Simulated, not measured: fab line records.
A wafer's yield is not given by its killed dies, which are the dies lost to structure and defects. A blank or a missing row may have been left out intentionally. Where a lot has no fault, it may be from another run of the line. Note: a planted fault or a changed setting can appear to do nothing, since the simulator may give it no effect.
Chamber matching	flow n5-finfet	4 sister chambers for N5_GATE_CUT_ETCH_37 on rie-diel-02
The step etches SOC in N2/H2, target depth 60 nm, overetch 12 nm, time 90 s. 20 wafers are shown with their chamber, then 10 later ones without.

== WAFERS PAIRED WITH THEIR CHAMBERS ==
wafer	chamber	drypump-motor-current-A (A)	showerhead-plenum-p-Torr (Torr)	throttle-valve-pct (%)
L075.1	1	6.4	2.71	17.70
L075.4	2	6.1	2.59	17.77
L075.5	1	6.4	2.72	17.72
L076.1	1	6.4	2.71	17.72
L076.2	3	4.7	2.48	17.48
L076.3	2	6.1	2.59	17.77
L076.4	3	4.7	2.48	17.50
L076.5	1	6.4	2.71	17.71
L076.6	2	6.1	2.59	17.78
L078.1	1	6.3	2.71	17.71
L078.4	3	4.7	2.48	17.48
L078.6	1	6.4	2.71	17.72
L079.4	1	6.4	2.71	17.71
L079.5	1	6.4	2.71	17.73
L079.6	2	6.1	2.59	17.75
L081.1	2	6.1	2.59	17.75
L081.4	0	5.8	2.57	17.33
L081.5	2	6.1	2.59	17.79
L086.1	1	6.4	2.71	17.71
L086.4	2	6.1	2.58	17.79

SIGNATURES (averages over the wafers above)
reading	chamber 0	chamber 1	chamber 2	chamber 3	scatter within a chamber
drypump-motor-current-A	5.800	6.389	6.100	4.700	0.0236
showerhead-plenum-p-Torr	2.5700	2.7111	2.5886	2.4800	0.0033
throttle-valve-pct	17.3300	17.7144	17.7714	17.4867	0.0127
Rule: a wafer's distance from a chamber is the root of the sum, over the readings, of the square of ((its reading less the chamber's mean) divided by the reading's scatter). The wafer belongs to the nearest chamber; if the next one is less than 2 further off, it can't be placed. The scatter is the square root of a quotient: the sum, over the shown wafers, of each reading's squared deviation from its chamber's mean, divided by wafers minus chambers.

== WAFERS WITHOUT THEIR CHAMBER ==
wafer	drypump-motor-current-A (A)	showerhead-plenum-p-Torr (Torr)	throttle-valve-pct (%)
L086.5	4.7	2.48	17.52
L085.3	5.8	2.56	17.34
L085.4	6.1	2.58	17.79
L085.5	5.8	2.56	17.35
L094.2	6.1	2.58	17.82
L094.4	6.1	2.58	17.82
L094.5	6.4	2.70	17.76
L097.1	5.7	2.56	17.40
L097.2	4.7	2.47	17.56
L097.5	6.1	2.57	17.84

== CHAMBER TAKEN BY EACH ==
wafer	from the rows above	in truth
L086.5	3	3
L085.3	0	0
L085.4	2	2
L085.5	0	0
L094.2	2	2
L094.4	2	2
L094.5	1	1
L097.1	0	0
L097.2	3	3
L097.5	2	2
Placed correctly: 10 of 10. From these rows, 0 cannot be placed. Wrongly placed: 0.
